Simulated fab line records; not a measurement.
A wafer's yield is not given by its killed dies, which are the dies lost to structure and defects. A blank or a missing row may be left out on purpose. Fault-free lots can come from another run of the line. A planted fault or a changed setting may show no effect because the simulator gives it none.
A lot that was struck, set against a sound lot -- flow n5 finfet -- 38 out of 1938 route steps
Sound: the wafers L602.3, L602.4, L602.5. The struck wafers were L612.1, L612.3, L612.4. The cause is given at the end.
Order at every step that has rows: each side's tool, ch and its chambers, its first start. Under that, the readings that differ: sound wafers -- struck wafers -- difference of the means -- sigmas: that difference in standard deviations of wafers without a fault.
alike: same words and numbers on both sides, and readings whose means sit less than 2 such deviations apart. not compared: any withheld reading, any reading some wafer has no value for, any bound like >300 that may hide the same value, and any number with overlapping values for which the record gives no deviation.
A row with sigmas, a row that says differs or no value, or rows on one side alone: a step with any of these is where the two part. Non-overlapping numbers with no deviation appear without sigmas and do not part them. A reading that every wafer of one side lacks parts them only if that side has two wafers or more.

first, 9 steps without rows for these wafers: N5_BEOL_M4_ANNEAL_95 (time 240 s); N5_BEOL_M4_SPUTTER_96 (material Cu, target thk 4.5 nm, time 8.29 s); N5_BEOL_M4_ECD_50 (material Cu, target thk 300 nm); N5_BEOL_M4_ANNEAL_51 (time 90 s); N5_BEOL_M4_CMP_52 (polishes, stops on SiOC, t overpolish 6.8 s, target thk 40 nm); N5_BEOL_M4_PRE_CLEAN_60 (time 15 s); N5_BEOL_M4_CO_CAP_55 (material Co, precursor CCTBA/H2, target thk 2 nm, time 102.1 s); N5_BEOL_M4_PRE_CLEAN_56 (time 15 s); N5_BEOL_M4_DEP_57 (deposits SiCN from 3MS/NH3, target thk 8 nm, time 14 s).
N5_BEOL_M4_RC_MEAS_101:
  sound on prober-02 ch 0, day 11 03:45; struck on prober-01 ch 0, day 14 04:31
  alike: DIBL_N, DIBL_P, IOFF_N, IOFF_P, ION_N, ION_P, SS_N, SS_P, VT_N, VT_P
then, 24 steps without rows for these wafers: N5_BEOL_M5_ILD_DEP_00 (deposits SiCOH lowk from DEMS/porogen, target thk 140.64 nm, time 25.9 s); N5_BEOL_M5_CURE_79 (cures SiCOH lowk, time 240 s); N5_BEOL_M5_PECVD_70 (deposits SiO2 from TEOS/O2, target thk 16 nm, time 18 s); N5_BEOL_M5_HM_DEP_02 (deposits TiN, target thk 20 nm); N5_BEOL_M5_COAT_59 (time 60 s, resist thk 60 nm); N5_BEOL_M5_COAT_60 (time 60 s, resist thk 12 nm); N5_BEOL_M5_COAT_71 (time 60 s, resist thk 5 nm); N5_BEOL_M5_COAT_05 (resist thk 30 nm); N5_BEOL_M5_EBR_07; N5_BEOL_M5_SOFTBAKE_06 (time 60 s); N5_BEOL_M5_EXPOSE_08 (exposes mask M5, target cd 28 nm); N5_BEOL_M5_PEB_09 (peb time 60 s); N5_BEOL_M5_DEVELOP_10 (develop time 30 s); N5_BEOL_M5_DESCUM_16 (chemistry O2, time 7 s); N5_BEOL_M5_ETCH_72 (etches underlayer in N2/H2, target depth 6.5 nm, time 5.2 s); N5_BEOL_M5_ETCH_61 (etches SiARC in CF4, target depth 15.6 nm, time 26 s); N5_BEOL_M5_ETCH_62 (etches SOC in N2/H2, target depth 75 nm, overetch 15 nm, time 112.5 s); N5_BEOL_M5_STRIP_63 (strips in N2/H2); N5_BEOL_M5_STRIP_73 (strips in N2/H2); N5_BEOL_M5_STRIP_64 (strips in CF4); N5_BEOL_M5_HM_OPEN_17 (chemistry Cl2/BCl3, target TiN, target depth 20 nm, overetch 6 nm); N5_BEOL_M5_STRIP_19 (strips in O2); N5_BEOL_M5_COAT_65 (time 60 s, resist thk 60 nm); N5_BEOL_M5_COAT_66 (time 60 s, resist thk 12 nm).
-- a jump in the record: the struck wafers' starts before and after are 3 days apart (it breaks off in module BEOL_M5 and resumes in module BEOL_M10, where the first step shown is number 1506 of the route) --
N5_BEOL_M10_ETCH_65: etches SiARC in CF4, target depth 39 nm, time 65 s.
  sound on rie diel-05 ch 0,2,3, day 13 09:59; struck on rie diel-05 ch 0,1,3, day 16 18:17
  no value came back on the struck wafers for any of 8 readings (bias w (W), cf4 flow sccm (sccm) and others); on the sound wafers bias w (W) reads 35.86 36.08 35.90
reading,sound,struck,difference,sigmas
model.CAR-ArF_of_BEOL_M10_COAT_22.thk nm (nm),55.2 55.4 55.4,83.4 83.2 83.2,+27.9,
  not compared: rf hours counter h
N5_BEOL_M10_ETCH_66: etches SOC in N2/H2, target depth 120 nm, overetch 24 nm, time 180 s.
  sound on rie diel-05 ch 0,2,3, day 13 10:02; struck on rie diel-05 ch 0,1,3, day 16 18:20
reading,sound,struck,difference,sigmas
oes product au (a.u.),0.58 0.71 0.56,0.35 0.32 0.32,-0.29,-4
  alike: bias w, chamber pressure mTorr, drypump motor current A, rf vpp V, showerhead plenum p Torr, temp c, throttle valve pct
  not compared: rf hours counter h
N5_BEOL_M10_VIA_ETCH_34: etches SiCOH lowk in C4F6/O2, target depth 184.5 nm, time 69.2 s.
  sound on rie diel-05 ch 0,2,3, day 13 10:10; struck on rie diel-05 ch 0,1,3, day 16 18:28
reading,sound,struck,difference,sigmas
oes product au (a.u.),0.70 0.89 0.69,0.35 0.32 0.31,-0.43,-4
  alike: C4F6_flow_sccm, O2_flow_sccm, drypump motor current A, rf vpp V, showerhead plenum p Torr, throttle valve pct
  not compared: rf hours counter h
-- a jump in the record: the struck wafers' starts before and after are 2 days apart (it breaks off in module BEOL_M10 and resumes in module PASSIVATION, where the first step shown is number 1936 of the route) --
N5_PASSIVATION_PROBE_49:
  sound on prober-01, day 15 09:33; struck on prober-01, day 19 05:41
reading,sound,struck,difference,sigmas
defect limited yield (%),88.6 91.9 92.0,0 0 0,-91,-53
killed_at_M4_up,33 24 12,1102 1085 1103,+1074,+99 or more
killed dies,135 95 94,1180 1180 1180,+1072,+54
killed on rim,18 18 14,152 152 152,+135,+34
sort_bin_5_function (%),6.4 4.8 5.0,97.6 96.8 96.7,+91.6,+83
sort n pass,1045 1085 1086,0 0 0,-1072,-51
sort yield pct (%),88.6 91.9 92.0,0 0 0,-91,-53
  alike: killed_at_M0_to_M3, killed at contacts, killed at front end, killed at other, killed open, killed short, sort_bin_6_memory

WHERE THEY PART
Earliest at N5_BEOL_M10_ETCH_65; latest, in this record, at N5_PASSIVATION_PROBE_49.

WHY: the cause the simulator had injected
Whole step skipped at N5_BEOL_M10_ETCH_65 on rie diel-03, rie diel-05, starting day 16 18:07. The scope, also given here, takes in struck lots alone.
